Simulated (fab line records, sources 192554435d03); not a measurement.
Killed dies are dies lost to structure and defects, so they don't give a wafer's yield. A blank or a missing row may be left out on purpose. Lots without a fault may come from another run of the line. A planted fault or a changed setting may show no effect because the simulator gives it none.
Split-lot experiment | flow n5_finfet | 7 lots, 21 wafers read, on a route of 1938 steps

THE SPLIT
At N5_WELL_APT_PEB_23 (peb time 90 s), the setting peb_time_s was moved away from the recipe's 90 s on 10 of the 21 wafers read, by -17.6% to +20.9%. The other wafers ran this setting at the recipe's value.

FROM THE SPLIT TO THE READING: what the file shows between them, 2 steps
- N5_WELL_APT_DEVELOP_24: develop time 45 s
- N5_WELL_APT_HARDBAKE_29: time 120 s

THE READING
cd_nm, in nm, at N5_WELL_APT_CD_MEAS_25 (target cd 200 nm). Fault-free wafers of this fab line usually give 200.6 nm, standard deviation 1.3 nm.

wafer  | tool, chamber at the split | peb_time_s as run, s | against the recipe | cd_nm, nm | against lot-mates on the recipe
L078.1 | litho_track-02, 0          | 103.6                | +15.1%             | 204.5     | +5.7
L078.2 | litho_track-02, 0          | 90                   | recipe             | 198.8     | -
L078.6 | litho_track-02, 0          | 103.6                | +15.1%             | 206.1     | +7.3
L079.3 | litho_track-04, 0          | 98.67                | +9.6%              | 205.9     | +3.7
L079.4 | litho_track-04, 0          | 98.67                | +9.6%              | 204.7     | +2.5
L079.5 | litho_track-04, 0          | 90                   | recipe             | 202.2     | -
L087.3 | litho_track-02, 0          | 90                   | recipe             | 200.8     | -
L087.4 | litho_track-02, 0          | 90                   | recipe             | 199.9     | -
L087.6 | litho_track-02, 0          | 90                   | recipe             | 202.6     | -
L088.4 | litho_track-04, 0          | 74.14                | -17.6%             | 192.0     | -6.8
L088.5 | litho_track-04, 0          | 90                   | recipe             | 198.8     | -
L088.6 | litho_track-04, 0          | 74.14                | -17.6%             | 191.6     | -7.2
L091.1 | litho_track-02, 0          | 90                   | recipe             | 202.9     | -
L091.3 | litho_track-02, 0          | 99.31                | +10.3%             | 208.4     | +5.5
L091.4 | litho_track-02, 0          | 99.31                | +10.3%             | 205.1     | +2.2
L093.1 | litho_track-04, 0          | 108.8                | +20.9%             | 211.4     | +7.3
L093.3 | litho_track-04, 0          | 90                   | recipe             | 202.3     | -
L093.4 | litho_track-04, 0          | 90                   | recipe             | 205.8     | -
L097.2 | litho_track-05, 0          | 90                   | recipe             | 202.6     | -
L097.4 | litho_track-05, 0          | 97.11                | +7.9%              | 205.7     | +3.1
L097.5 | litho_track-05, 0          | 90                   | recipe             | 202.5     | -

THE FIT
A straight line over all 21 wafers: cd_nm changes by +0.453 nm for each +1% of peb_time_s; r = +0.91; the points scatter about the line by 2 nm.
The same after taking each lot's own level away (the mean of its wafers on the recipe; 21 wafers): +0.387 nm for each +1%; r = +0.97; scatter 1 nm.
On that fit, the largest move of peb_time_s shifts the reading by 8.1 nm.
The lots' own levels span 198.80 to 204.05 nm, that is 4.0 times the standard deviation above.
So the lot-to-lot level changes the slope: the two fits differ.
Check: with one of the wafers moved furthest among these (+20.9%) left out of the fit, the line predicts +8.22 nm for it against its lot-mates. It came out at +7.35 nm against them.

OTHER SPLITS ON THESE WAFERS
These wafers also went through other splits before the reading. Each is held against what the fit with the lots' levels taken away leaves over:
other split on the same wafers        | wafers away from the commonest value | r with cd_nm (lot level and that fit taken away)
N5_WELL_APT_PEB_06 peb_time_s         | 7                                    | -0.35
N5_WELL_APT_DEVELOP_07 develop_time_s | 3                                    | +0.10
N5_WELL_APT_COAT_19 spin_rpm          | 7                                    | +0.38

THE WHOLE CHAIN: every reading that the file lists as answering this split, in the file's order
step                   | what it does             | reading                                                         | change (the file's fit)               | r (the file's)
N5_WELL_APT_CD_MEAS_25 | target cd 200 nm         | cd_nm                                                           | +0.38 nm for each +1% of the setting  | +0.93
N5_WELL_APT_DESCUM_30  | chemistry O2, time 7.9 s | WELL_APT.cd_nm (the simulator's own value, which no gauge read) | +0.361 nm for each +1% of the setting | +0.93

THE FILE'S OWN FIT
cd_nm changes by +0.38 nm for each +1% of peb_time_s, r = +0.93.
